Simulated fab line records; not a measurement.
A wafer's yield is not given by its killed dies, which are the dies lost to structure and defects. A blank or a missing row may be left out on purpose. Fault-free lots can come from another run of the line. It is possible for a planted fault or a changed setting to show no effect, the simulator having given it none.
fab line records ; flow n5_finfet
record lots=4; wafers=12; last_day=18
route steps=1938 shown HKMG_FIN@409 BEOL_M4@1111 PASSIVATION@1936
lots that met no fault: taken from a fault-free run of the same line
start_h: hours from the record's opening day to when the first of the lot's shown wafers began ; wait_h: hours since the lot's step before ; " identical to the entry in the row above ; L1.1+2: one row covering several wafers at once ; - no value, or no start was given ; * or withheld: withheld ; < > ~ a bound
route shown NAME@n: a module of which the file shows steps, and the number in the route of the first ; usual: mean/standard deviation of fault-free wafers ; same: alike in all rows ; chamber/n: place in a boat ; sites: each site's reading ; _std_site: standard deviation across them ; _edge_site: inner sites' mean taken away from outer sites' mean ; radius_mm: for every site, how far away it sits from the centre of the wafer ; mask NAME#n: copy n ; behind: tool/chamber where the wafer was last shaped ; hold: what put the lot on hold/how long, in hours/how the hold closed ; device: the n, p or np transistor that did not switch ; end of line: tests run on the same wafers once the route is complete ; step lacking rows: just its recipe ; killed: dies that structure and defects cost at the first sort, which is not the same as the wafer's yield ; map: a wafer's dies, marking killed ones x, the rest . and places with no die _
set.NAME: the setting as run; set.NAME@STEP: as run at that earlier step ; model.NAME: the simulator's own value behind a step, which no gauge read
lots at some steps of the route; a table a step, a row a wafer
services: a tool's chamber out of use, with start hour (start_h, from the record's first day; less than 0 if before it), hours out, and reason
## steps
# step N5_HKMG_FIN_STRIP_60
# recipe chemistry=N2/H2; power_w=2500; temp_c=300; h2_frac=0.65; time_s=360; pressure_mtorr=withheld; n2_flow_sccm=1750; h2_flow_sccm=3250
# step N5_HKMG_FIN_WET_ETCH_77
# recipe chemistry=dHCl; mix=1:10000; temp_c=25; target=La2O3; stop_on=HfO2; target_depth_nm=2
# step N5_HKMG_FIN_WET_ETCH_78
# recipe chemistry=dNH4OH; mix=1:50; temp_c=25; target=Al2O3; stop_on=La2O3; target_depth_nm=4.5; dry=ipa_marangoni; rinse_time_s=30; rinse_temp_c=23
# step N5_HKMG_FIN_ALD_79
# recipe material=TiN; target_thk_a=15; temp_c=400; ald_precursor_family=TiCl4; ald_co_reactant=NH3; pulse_time_s=1; purge_time_s=3; co_reactant_purge_time_s=2; co_reactant_pulse_time_s=2; ald_cycles=68; pressure_torr=3
# step N5_HKMG_FIN_CVD_62
# recipe material=a-Si; target_thk_a=30; temp_c=500; precursor=Si2H6; pressure_torr=1; time_s=20.8
# step N5_HKMG_FIN_RTA_80
# recipe temp_c=withheld; time_s=2; ambient=N2; idle_temp_c=600; ramp_up_c_per_s=150; ramp_down_c_per_s=60; cool_to_c=600
# step N5_HKMG_FIN_PRECLEAN_64
# recipe chemistry=dHF; time_s=30; temp_c=25; dilution=withheld
# step N5_HKMG_FIN_WET_ETCH_65
# recipe chemistry=TMAH; temp_c=70; conc_wt_pct=5; target=a-Si; stop_on=TiN; time_s=49; target_depth_nm=3
# step N5_HKMG_FIN_WET_ETCH_81
# recipe chemistry=SC1; target=TiN; stop_on=HfO2; mix=1:1:5; temp_c=60; time_s=57; target_depth_nm=6
# step N5_HKMG_FIN_WET_ETCH_82
# recipe chemistry=dHCl; mix=1:10000; temp_c=25; target=La2O3; stop_on=HfO2; target_depth_nm=2; dry=ipa_marangoni; rinse_time_s=30; rinse_temp_c=23
# step N5_HKMG_FIN_ALD_36
# recipe material=TiN; target_thk_a=10; temp_c=400; ald_precursor_family=TiCl4; ald_co_reactant=NH3; pulse_time_s=1; purge_time_s=3; co_reactant_purge_time_s=2; co_reactant_pulse_time_s=2; ald_cycles=47; pressure_torr=3
# step N5_HKMG_FIN_PWFM_ALD_03
# recipe material=TiN; target_thk_a=20; temp_c=400; ald_precursor_family=TiCl4; ald_co_reactant=NH3; pulse_time_s=1; purge_time_s=3; co_reactant_purge_time_s=2; co_reactant_pulse_time_s=2; ald_cycles=91; pressure_torr=3
# usual ald_cycles=91/0; heater_power_w=918/120; precursor_pulse_height_rel=1.002/0.017
# same co_reactant_purge_time_s=2
lot.wafer;tool;chamber;start_h;wait_h;ald_cycles;heater_power_w;precursor_pulse_height_rel;since_wet_clean_h;model.TiN_of_HKMG_FIN_PWFM_ALD_03.thk_nm
L189.2;ald_metal-01;2;117.79;0.0;91;973;1.013;4396;2
L189.4;ald_metal-01;3;117.79;0.0;91;804;0.984;4396;2
L189.5;ald_metal-01;2;117.79;0.0;91;979;1.020;-;2
L190.1;ald_metal-01;2;125.45;0.0;91;986;0.987;4404;2
L190.3;ald_metal-01;0;125.45;0.0;42;854;1.040;4404;1
L190.6;ald_metal-01;3;125.45;0.0;91;794;1.014;-;2
L193.2;ald_metal-01;1;142.65;0.0;91;1149;0.984;4421;2
L193.3;ald_metal-01;2;142.65;0.0;42;987;0.992;4421;1
L193.6;ald_metal-01;1;142.65;0.0;91;1165;1.000;-;2
L200.1;ald_metal-02;3;182.12;0.0;91;909;0.993;2922;2
L200.2;ald_metal-02;1;182.12;0.0;91;991;1.001;2922;2
L200.3;ald_metal-02;0;182.12;0.0;91;875;1.018;2922;2
# step N5_HKMG_FIN_COAT_29
# recipe resist=SOC; temp_c=250; time_s=60; spin_rpm=1500; resist_thk_nm=300
# step N5_HKMG_FIN_COAT_30
# recipe resist=SiARC; temp_c=220; time_s=60; spin_rpm=1500; resist_thk_nm=35
# step N5_HKMG_FIN_COAT_06
# recipe resist=CAR-ArF; spin_rpm=1500; resist_thk_nm=90
# step N5_HKMG_FIN_EBR_08
# recipe solvent=PGMEA; ebr_width_mm=1.5
# step N5_HKMG_FIN_SOFTBAKE_07
# recipe temp_c=110; time_s=60; resist=CAR-ArF
# step N5_HKMG_FIN_EXPOSE_09
# recipe mask_id=NWFM; na=1.35; source_shape=conventional; sigma_outer=0.8; polarization=unpolarized; target_cd_nm=98; dose_mj=39.25
# step N5_HKMG_FIN_PEB_10
# recipe peb_temp_c=withheld; peb_time_s=60; resist=CAR-ArF
# step N5_HKMG_FIN_DEVELOP_11
# recipe develop_time_s=30; developer=TMAH; resist=CAR-ArF; dev_temp_c=23; rinse_liquid=diw; dry=air_spin
# step N5_HKMG_FIN_DESCUM_17
# recipe chemistry=O2; time_s=7.9; source_power_w=50; bias_power_w=20; pressure_mtorr=20; rf_frequency_hz=2.712e+07; temp_c=40; resist=CAR-ArF; o2_flow_sccm=225
# step N5_HKMG_FIN_ETCH_31
# recipe chemistry=CF4; target=SiARC; target_depth_a=455; mask_material=CAR-ArF; time_s=75.8; ion_energy_ev=80; pressure_mtorr=40; source_w=545; bias_w=36; Ar_flow_sccm=100; cf4_flow_sccm=100; ends=cleared
# step N5_HKMG_FIN_ETCH_32
# recipe chemistry=N2/H2; target=SOC; target_depth_a=2400; temp_c=40; time_s=300; ion_energy_ev=200; mask_material=SiARC; pressure_mtorr=30; source_w=840; bias_w=150; n2_flow_sccm=200; h2_flow_sccm=200
# step N5_HKMG_FIN_STRIP_33
# recipe chemistry=N2/H2; temp_c=40; n2_flow_sccm=200; h2_flow_sccm=200; rf_frequency_hz=6e+07
# step N5_HKMG_FIN_STRIP_34
# recipe chemistry=CF4; resist=SiARC; power_w=300; bias_power_w=75; pressure_mtorr=50; cf4_flow_sccm=150; rf_frequency_hz=6e+07
# step N5_HKMG_FIN_ETCH_35
# recipe chemistry=N2/H2; target=SOC; target_depth_a=2158; ion_energy_ev=65; bias_w=5; source_w=3000; time_s=243.4; pressure_mtorr=30; n2_flow_sccm=200; h2_flow_sccm=200
# step N5_HKMG_FIN_STRIP_92
# recipe chemistry=N2/H2; material=SOC; time_s=20; power_w=500; temp_c=40; pressure_mtorr=50; rf_frequency_hz=6e+07; bias_power_w=8; h2_frac=0.5; n2_flow_sccm=300; h2_flow_sccm=300
# step N5_HKMG_FIN_WET_ETCH_18
# recipe chemistry=SC1; target=TiN; mix=1:1:5; temp_c=*; time_s=55; target_depth_nm=5.2; dry=ipa_marangoni; rinse_time_s=30; rinse_temp_c=23
# step N5_HKMG_FIN_STRIP_19
# recipe chemistry=N2/H2; power_w=2500; temp_c=300; h2_frac=0.65; time_s=360; pressure_mtorr=withheld; n2_flow_sccm=1750; h2_flow_sccm=3250
# step N5_HKMG_FIN_ALD_91
# recipe material=TiN; target_thk_a=10; temp_c=400; ald_precursor_family=TiCl4; ald_co_reactant=NH3; pulse_time_s=1; purge_time_s=3; co_reactant_purge_time_s=2; co_reactant_pulse_time_s=2; ald_cycles=47; pressure_torr=3
# step N5_HKMG_FIN_COAT_85
# recipe resist=SOC; temp_c=250; time_s=60; spin_rpm=1500; resist_thk_nm=300
# step N5_HKMG_FIN_ETCH_86
# recipe chemistry=N2/H2; target=SOC; target_depth_a=3932; stop_on=TiN; ion_energy_ev=100; bias_w=61; pressure_mtorr=30; source_w=850; n2_flow_sccm=200; h2_flow_sccm=200
# step N5_HKMG_FIN_STRIP_89
# recipe chemistry=N2/H2; material=SOC; time_s=20; power_w=500; temp_c=40; pressure_mtorr=50; rf_frequency_hz=6e+07; bias_power_w=8; h2_frac=0.5; n2_flow_sccm=300; h2_flow_sccm=300
# step N5_HKMG_FIN_WET_ETCH_87
# recipe chemistry=SC1; target=TiN; mix=1:2:40; temp_c=50; time_s=154.2; target_depth_nm=4.7; dry=ipa_marangoni; rinse_time_s=30; rinse_temp_c=23
# step N5_HKMG_FIN_STRIP_88
# recipe chemistry=N2/H2; power_w=2500; temp_c=300; h2_frac=0.65; time_s=360; pressure_mtorr=withheld; n2_flow_sccm=1750; h2_flow_sccm=3250
# step N5_HKMG_FIN_NWFM_ALD_20
# recipe material=TiAlC; target_thk_a=20; temp_c=300; ald_precursor_family=TiCl4; ald_co_reactant=TEA; pulse_time_s=3; purge_time_s=2; co_reactant_purge_time_s=2; co_reactant_pulse_time_s=10; ald_cycles=7; pressure_torr=3
# step N5_HKMG_FIN_ALD_71
# recipe material=TiN; target_thk_a=10; temp_c=400; ald_precursor_family=TiCl4; ald_co_reactant=NH3; pulse_time_s=1; purge_time_s=3; co_reactant_purge_time_s=2; co_reactant_pulse_time_s=2; ald_cycles=47; pressure_torr=3
# step N5_HKMG_FIN_COAT_66
# recipe resist=SOC; temp_c=250; time_s=60; spin_rpm=1500; resist_thk_nm=300
# step N5_BEOL_M4_RC_MEAS_101
# usual DIBL_N=36.5/1.9; DIBL_P=36.4/2.2; IOFF_N=0.17/0.034; IOFF_P=0.21/0.036; IOFF_P_85C=3.6/0.51; IOFF_P_LIN=0.097/0.012; IOFF_P_LONG=0.000102/8.3e-06; ION_N=678/12; ION_P=462/7.1; SS_N=71.7/0.61; SS_P=73.4/0.71; VT_N=249/3.5; VT_P=-251/3; VT_P_LONG=-276.7/2.8; VT_P_LVT=-98.7/2.8
lot.wafer;tool;chamber;start_h;wait_h;DIBL_N[mV/V];DIBL_P[mV/V];IOFF_N[nA/um];IOFF_P[nA/um];IOFF_P_85C[nA/um];IOFF_P_LIN[nA/um];IOFF_P_LONG[nA/um];ION_N[uA/um];ION_P[uA/um];SS_N[mV/dec];SS_P[mV/dec];VT_N[mV];VT_P[mV];VT_P_LONG[mV];VT_P_LVT[mV]
L190.1;prober-01;0;237.44;0.0;37.4;35.8;0.16;0.19;3.4;0.092;9.6e-05;671;462;71.6;73.3;250;-253;-279.0;-98.8
L190.3;prober-01;0;237.44;0.0;36.8;35.2;0.15;0.03;0.8;0.016;5.3e-05;664;389;71.7;72.9;251;-300;-328.8;-147.4
L190.6;prober-01;0;237.44;0.0;37.6;36.0;0.16;0.20;3.5;0.095;9.9e-05;678;465;71.8;73.2;247;-255;-279.2;-98.1
L189.2;prober-02;0;238.22;0.2;36.5;36.4;0.17;0.23;4.0;0.108;0.000115;671;466;71.7;73.5;248;-246;-274.8;-97.6
L189.4;prober-02;0;238.22;0.2;36.0;35.3;0.16;0.21;3.6;0.100;0.00012;675;459;71.6;73.5;248;-253;-271.0;-99.0
L189.5;prober-02;0;238.22;0.2;36.5;35.6;0.17;0.22;3.9;0.107;0.000117;676;467;71.7;73.3;247;-247;-275.3;-97.9
L193.2;prober-02;0;274.70;0.2;35.1;35.2;0.13;0.17;3.0;0.085;0.000103;678;462;71.4;72.1;253;-255;-275.8;-100.8
L193.3;prober-02;0;274.70;0.2;37.2;36.2;0.14;0.03;0.8;0.016;5e-05;665;383;72.5;72.8;253;-298;-323.4;-148.9
L193.6;prober-02;0;274.70;0.2;34.6;33.8;0.11;0.15;2.7;0.075;9.6e-05;647;441;70.9;72.4;257;-256;-277.5;-103.5
L200.1;prober-01;0;307.10;0.0;33.9;34.5;0.13;0.16;2.9;0.077;8.8e-05;677;457;71.3;73.2;256;-256;-279.2;-103.3
L200.2;prober-01;0;307.10;0.0;35.0;36.1;0.15;0.18;3.2;0.084;9.4e-05;666;455;71.2;74.0;251;-254;-281.8;-101.4
L200.3;prober-01;0;307.10;0.0;30.1;30.3;0.09;0.12;2.3;0.064;9.2e-05;664;455;70.3;71.6;258;-260;-280.5;-106.8
# step N5_PASSIVATION_PROBE_49
# usual defect_limited_yield=91.0/1.5; killed_at_M0_to_M3=35/11; killed_at_M4_up=13/5; killed_at_contacts=12/5.9; killed_at_front_end=42/13; killed_at_other=3/3.2; killed_dies=106/18; killed_on_rim=14/4.2; killed_open=69/13; killed_short=35/8.9; sort_bin_5_function=5.2/0.95; sort_bin_6_memory=3.3/0.71; sort_bin_8_speed=0.00/0.016; sort_n_pass=1074/18; sort_yield_pct=91.0/1.5
# same gross_dies=1180; killed_at_back_side=0; sort_bin_4_leakage[%]=0
lot.wafer;tool;chamber;start_h;wait_h;defect_limited_yield[%];killed_at_M0_to_M3;killed_at_M4_up;killed_at_contacts;killed_at_front_end;killed_at_other;killed_dies;killed_on_rim;killed_open;killed_short;sort_bin_5_function[%];sort_bin_6_memory[%];sort_bin_8_speed[%];sort_n_pass;sort_yield_pct[%]
L190.1;prober-01;-;354.01;0.0;89.4;39;6;19;56;5;125;13;74;51;6.3;4.0;0;1055;89.4
L190.3;prober-01;-;354.11;0.1;89.7;28;9;21;61;3;122;18;80;37;5.3;3.9;89.66;0;0
L190.6;prober-01;-;354.26;0.3;89.5;41;12;15;56;0;124;16;79;45;6.2;3.8;0;1056;89.5
L193.3;prober-02;-;390.70;0.1;89.0;40;9;5;75;1;130;16;96;33;6.4;4.0;88.98;0;0
# killed by level:class
L190.1 STI_FIN_REVEAL:geometric_particle:open=22 MOL_CONTACT_COAG:geometric_particle:open=16 BEOL_M0_SAQP:geometric_particle:short=10 BEOL_M3:geometric_particle:open=7 FIN_SAQP:geometric_particle:open=6 FIN_SAQP:geometric_particle:short=5 STI_FIN_REVEAL:geometric_particle:short=5 BEOL_M1:geometric_particle:short=5
L190.3 STI_FIN_REVEAL:geometric_particle:open=27 MOL_CONTACT_COAG:geometric_particle:open=13 BEOL_M1:geometric_particle:open=9 MOL_CONTACT_COAG:geometric_particle:short=8 BEOL_M0_SAQP:geometric_particle:short=6 BEOL_M3:geometric_particle:open=6 HKMG_FIN:area_etch=5 FIN_SAQP:geometric_particle:short=4
L190.6 STI_FIN_REVEAL:geometric_particle:open=18 FIN_SAQP:geometric_particle:short=15 MOL_CONTACT_COAG:geometric_particle:open=10 BEOL_M0_SAQP:geometric_particle:open=10 BEOL_M0_SAQP:geometric_particle:short=8 BEOL_M1:geometric_particle:open=7 BEOL_M0:geometric_particle:open=7 FIN_SAQP:geometric_particle:open=5
L193.3 STI_FIN_REVEAL:geometric_particle:open=27 BEOL_M2:geometric_particle:open=12 FIN_SAQP:geometric_particle:short=11 BEOL_M0_SAQP:geometric_particle:open=10 DUMMY_GATE:geometric_particle:open=8 GATE_CUT:geometric_particle:short=7 BEOL_M3:geometric_particle:open=6 GATE_CUT:geometric_particle:open=5
# map L190.1 (x killed, . not)
_________________.x..........________________
______________..........x....x.._____________
___________...................x....__________
__________...................xx..x.._________
________.......x.x..x.x.........x....._______
_______..............xx...x............______
______...................x.......x......_____
_____.....x..............................____
____...x...............xx.............x...___
___........x.....x............x.......x....__
___.....................x.xx...............__
__........x.x..x.....x..........x..........._
__................x...............x.......x._
_.x.xxx............x.........................
_.........................x..x........x......
_............................xxx.....xx....x.
_.............................xx.............
_..........x....x..........................xx
_.....x...x....x.x....x.......x..............
_..................x.....x...........x..x....
_...............x....x..............x.....x..
__..x.x.......x.......................x....._
__..x........xxx..............x..x......x..._
___..x........x......................x.....__
___......xx.x..............................__
____.......x.....x.....x.....xx........x..___
_____..x...............x..x...........x.x____
______..........x..x.....x...x.........._____
_______x....x...x..x..............x....______
________....x..................x..x..._______
__________.x...................x..x._________
___________........x.xx...x........__________
______________...x..x.x.....xxx._____________
_________________.......x....________________
# map L193.3 (x killed, . not)
_________________............________________
______________...............x.._____________
___________............x........x..__________
__________.x....x......x...x...x..x._________
________...x....xx...................._______
_______..........x.....................______
______.....x..................x.....x..._____
_____....................................____
____..........x.....xx......x.......x.....___
___xx........x........x...x................__
___..............x..x.x....................__
__x.....x.x....x.............x.............._
__...x..........x..........x.....xx.......x._
_.................x..x.x.........x...........
_.......x..................x....x..........xx
_..x...x.............x..........x............
_.............x............................x.
_...x............x....x..........x.......x...
_.......x..........x......x................x.
_.x.........x.....x.............x.....x.....x
_..x.........x....x..xx.xx...............x...
__.......xx......xx.............x....x.....x_
__........x..........................x......_
___...x...x..x...x........x...x............__
___..x.....x......x..............x....x..x.__
____....x............x.........x..........___
_____................x........x......xx..____
______....x.....x.....x..x.............x_____
_______...........x..x.................______
________.........xxxx........xx.x....._______
__________...x.............x......x._________
___________....x.x...........x.....__________
______________............x....x_____________
_________________.........x.x________________
## services
tool;chamber;start_h;hours;kind
ald_metal-01;3;139.18;7.2;repair
## key
first_sign step=N5_HKMG_FIN_PWFM_ALD_03; reading=ald_cycles; direction=down; sigmas=99+; usual=*; struck=*
effect step=N5_BEOL_M4_RC_MEAS_101; reading=VT_P_LONG; direction=down; sigmas=18; usual=-276.7; struck=-326.1
effect step=N5_BEOL_M4_RC_MEAS_101; reading=VT_P_LVT; direction=down; sigmas=18; usual=-98.7; struck=-148.1
effect step=N5_BEOL_M4_RC_MEAS_101; reading=VT_P; direction=down; sigmas=16; usual=-251; struck=-299
effect step=N5_BEOL_M4_RC_MEAS_101; reading=ION_P; direction=down; sigmas=11; usual=462; struck=386
effect step=N5_BEOL_M4_RC_MEAS_101; reading=IOFF_P_LIN; direction=down; sigmas=6.5; usual=0.097; struck=0.016
effect step=N5_BEOL_M4_RC_MEAS_101; reading=IOFF_P_LONG; direction=down; sigmas=6; usual=0.000102; struck=5.2e-05
effect step=N5_BEOL_M4_RC_MEAS_101; reading=IOFF_P_85C; direction=down; sigmas=5.6; usual=3.6; struck=0.8
effect step=N5_BEOL_M4_RC_MEAS_101; reading=IOFF_P; direction=down; sigmas=4.9; usual=0.21; struck=0.03
effect step=N5_PASSIVATION_PROBE_49; reading=sort_bin_8_speed; direction=up; sigmas=99+; usual=0.00; struck=89.32
model_effect step=N5_HKMG_FIN_PWFM_ALD_03; value=TiN_of_HKMG_FIN_PWFM_ALD_03.thk_nm; without=2; struck=1
met_at N5_HKMG_FIN_PWFM_ALD_03
struck_wafers L190.3,L193.3
onset_between 117.79 125.45
fault kind=process_parameter_drift; tool=ald_metal-01; chamber=-; onset_h=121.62; steps=N5_HKMG_FIN_PWFM_ALD_03; channel=ald_cycles; offset=*; shape=step; end_h=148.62; scope=struck_wafers_only; acts_in=*; stated=*
